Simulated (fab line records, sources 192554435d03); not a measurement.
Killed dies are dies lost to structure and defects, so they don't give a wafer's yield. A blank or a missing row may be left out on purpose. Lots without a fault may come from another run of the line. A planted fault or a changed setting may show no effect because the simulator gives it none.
Chamber matching | flow n5_finfet | N5_BEOL_M5_STRIP_64 on rie_diel-05: 4 sister chambers
The step strips in CF4. 14 wafers are shown with their chamber, then 7 later ones without.

WAFERS WITH THEIR CHAMBER
wafer  | chamber | drypump_motor_current_A (A) | showerhead_plenum_p_Torr (Torr) | oes_product_au (a.u.)
L075.2 | 1       | 6.7                         | 1.72                            | 0.73
L075.4 | 0       | 6.7                         | 1.70                            | 0.70
L075.5 | 1       | 6.7                         | 1.72                            | 0.73
L078.1 | 2       | 5.3                         | 1.85                            | 0.70
L078.3 | 1       | 6.7                         | 1.71                            | 0.73
L078.5 | 3       | 4.9                         | 1.90                            | 0.90
L079.1 | 3       | 4.9                         | 1.90                            | 0.89
L079.2 | 0       | 6.7                         | 1.70                            | 0.68
L079.6 | 2       | 5.3                         | 1.85                            | 0.70
L082.2 | 1       | 6.7                         | 1.71                            | 0.73
L082.3 | 3       | 4.9                         | 1.90                            | 0.89
L082.4 | 0       | 6.7                         | 1.70                            | 0.68
L085.2 | 0       | 6.7                         | 1.69                            | 0.67
L085.4 | 3       | 5.0                         | 1.89                            | 0.85

SIGNATURES (means of the wafers above)
reading                  | chamber 0 | chamber 1 | chamber 2 | chamber 3 | scatter within a chamber
drypump_motor_current_A  | 6.700     | 6.700     | 5.300     | 4.925     | 0.0274
showerhead_plenum_p_Torr | 1.6975    | 1.7150    | 1.8500    | 1.8975    | 0.005
oes_product_au           | 0.6825    | 0.7300    | 0.7000    | 0.8825    | 0.014
Rule: a wafer's distance from a chamber is the root of the sum, over the readings, of the square of ((its reading less the chamber's mean) divided by the reading's scatter). The wafer belongs to the nearest chamber; if the next one is less than 2 further off, it can't be placed. The scatter: the root of (the sum of the squares of (reading less its chamber's mean) over the shown wafers, divided by (wafers less chambers)).

WAFERS WITHOUT THEIR CHAMBER
wafer  | drypump_motor_current_A (A) | showerhead_plenum_p_Torr (Torr) | oes_product_au (a.u.)
L085.6 | 6.7                         | 1.71                            | 0.71
L092.2 | 5.0                         | 1.89                            | 0.85
L092.4 | 6.7                         | 1.69                            | 0.67
L092.6 | 6.7                         | 1.69                            | 0.67
L097.1 | 4.9                         | 1.89                            | 0.84
L097.3 | 6.7                         | 1.69                            | 0.66
L097.6 | 6.7                         | 1.70                            | 0.70

WHICH CHAMBER EACH WENT THROUGH
wafer  | from the rows above     | in truth
L085.6 | can't be placed: 1 or 0 | 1
L092.2 | 3                       | 3
L092.4 | 0                       | 0
L092.6 | 0                       | 0
L097.1 | 3                       | 3
L097.3 | 0                       | 0
L097.6 | 0                       | 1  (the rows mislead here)
Placed correctly: 5 of 7. Can't be placed from these rows: 1 (the true chamber is among the candidates in 1). Placed wrongly: 1.
